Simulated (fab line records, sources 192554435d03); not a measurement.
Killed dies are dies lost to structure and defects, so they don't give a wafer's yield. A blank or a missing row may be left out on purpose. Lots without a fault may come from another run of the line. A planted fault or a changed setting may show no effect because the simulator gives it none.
Problem report in the 8D (eight disciplines) form, filled by code | flow n5_finfet | the parts of the form that need people (team, actions taken, sign-off) are left out

1. THE PROBLEM
M7_THK at N5_BEOL_M7_THK_MEAS_53 reads a mean of 192.3 nm on 3 wafers of 2 lots; wafers without a fault read 79.9 nm with a standard deviation of 2. That is +56 standard deviations from the usual mean.
The step: measures by xrf.
First seen on wafer L594.2, day 10 17:45, on film_metro-02. The record holds 27 wafers of 9 lots with a number at this step. Rule for "out", or "out of limits": more than 4 standard deviations from the usual mean. The other wafers with a number count as sound.

2. WHAT IT IS AND WHAT IT IS NOT
question                    | is                     | is not
which readings at this step | M7_THK                 | -
which lots                  | L594, L597             | L590, L592, L602, L608, L609, L610, L612
which wafers of those lots  | L594.2, L597.2, L597.5 | L594.3, L594.6, L597.4
read on which gauges        | film_metro-02          | film_metro-01
when                        | from day 10 17:45      | up to then (8 sound wafers); but 16 sound wafers of L597, L602, L608, L609, L610, L612 came after

3. SUSPECTS, AND WHAT RULES EACH OUT
Counting: a tool at a process step up to the reading stays a suspect if it ran every lot that is out. Sound lots after the first of them don't rule it out here, since some wafers of a struck lot are sound.
- the gauge at N5_BEOL_M7_THK_MEAS_53: ruled out. All the wafers that are out were read on film_metro-02, but those of them that N5_BEOL_M7_CMP_52 has rows for are out there too, on other tools.
- rie_diel-01 at N5_BEOL_M7_TRENCH_ETCH_37 (etches SiCOH lowk in C4F6/O2, target depth 93.478 nm, time 31.2 s): kept. It ran every lot that is out, first L594 (day 10 13:43); its last sound lot up to then is L590 (day 9 04:51). N5_BEOL_M7_TRENCH_ETCH_37 gives no start for some lots, so the hours and the order of its lots are those of N5_BEOL_M7_OCD_MEAS_38.
- pvd_sputter-02 at N5_BEOL_M7_SURFACE_TREAT_79: kept. It ran every lot that is out, first L594 (day 10 16:43).
- cmp-01 at N5_BEOL_M7_CMP_52 (polishes, stops on SiCOH lowk, t overpolish 6.9 s, target thk 80 nm): kept. It ran every lot that is out, first L594 (day 10 17:29); its last sound lot up to then is L592 (day 9 18:00). Its own readings are out on those wafers: barrier_field_endpoint_s, overpolish_run_s, time_to_endpoint_s.
- Within cmp-01 at N5_BEOL_M7_CMP_52: the wafers that are out ran in chamber 3; their sound lot-mates ran in chambers 1, 2.
Left after counting: rie_diel-01 at N5_BEOL_M7_TRENCH_ETCH_37, pvd_sputter-02 at N5_BEOL_M7_SURFACE_TREAT_79, cmp-01 at N5_BEOL_M7_CMP_52.

4. THE CAUSE (what the simulator had put in)
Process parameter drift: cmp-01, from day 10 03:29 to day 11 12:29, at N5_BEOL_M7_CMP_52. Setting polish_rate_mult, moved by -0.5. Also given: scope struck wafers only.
Counting left 3 suspects, and this tool is among them.

5. THE CHAIN OF EFFECTS, in route order
Each row: a reading whose mean over the struck wafers that have a number lies more than 3 standard deviations from the usual. Only readings for which the record gives a usual standard deviation are gone through. hours: the time from each lot's start at the first step in this table that gives one to its start at this step, as a median over the lots. sigmas: the change in usual standard deviations.
hours | step                    | reading                  | usual   | on struck wafers | change | sigmas
0     | N5_BEOL_M7_CMP_52       | barrier_field_endpoint_s | 28.9 s  | 46.8             | +17.9  | +28
0     | N5_BEOL_M7_CMP_52       | overpolish_run_s         | 6.900 s | 0.037            | -6.863 | -99 or more
0     | N5_BEOL_M7_CMP_52       | time_to_endpoint_s       | 63.3 s  | 82.9             | +19.6  | +7.8
0     | N5_BEOL_M7_THK_MEAS_53  | M7_THK                   | 79.9 nm | 192.3            | +112.4 | +56
0     | N5_BEOL_M7_INSPECT_58   | raw_defect_count         | 75      | 1208             | +1133  | +49
68    | N5_PASSIVATION_PROBE_49 | defect_limited_yield     | 91.4 %  | 0.0              | -91.4  | -57
68    | N5_PASSIVATION_PROBE_49 | killed_at_M4_up          | 13      | 1109             | +1096  | +99 or more
68    | N5_PASSIVATION_PROBE_49 | killed_dies              | 102     | 1180             | +1078  | +57
68    | N5_PASSIVATION_PROBE_49 | killed_on_rim            | 13      | 152              | +139   | +32
68    | N5_PASSIVATION_PROBE_49 | sort_n_pass              | 1078    | 0                | -1078  | -57
68    | N5_PASSIVATION_PROBE_49 | sort_yield_pct           | 91.4 %  | 0.0              | -91.4  | -57
The process steps in it:
- N5_BEOL_M7_CMP_52: polishes, stops on SiCOH lowk, t overpolish 6.9 s, target thk 80 nm.
- N5_PASSIVATION_PROBE_49

6. WHAT WOULD HAVE CAUGHT IT SOONER
In this record the first reading out of limits at a measuring or inspecting step was taken at day 10 17:45, 14 hours after the fault began at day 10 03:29.
The tool's own readings at N5_BEOL_M7_CMP_52 were out on every struck wafer that the step has a row for (barrier_field_endpoint_s, overpolish_run_s, time_to_endpoint_s): an alarm limit on them would have fired on the first of those.
Of the lots that are out (2), L597 began N5_BEOL_M7_CMP_52 on cmp-01 after day 10 17:45. A hold on the tool at that time would have spared it.
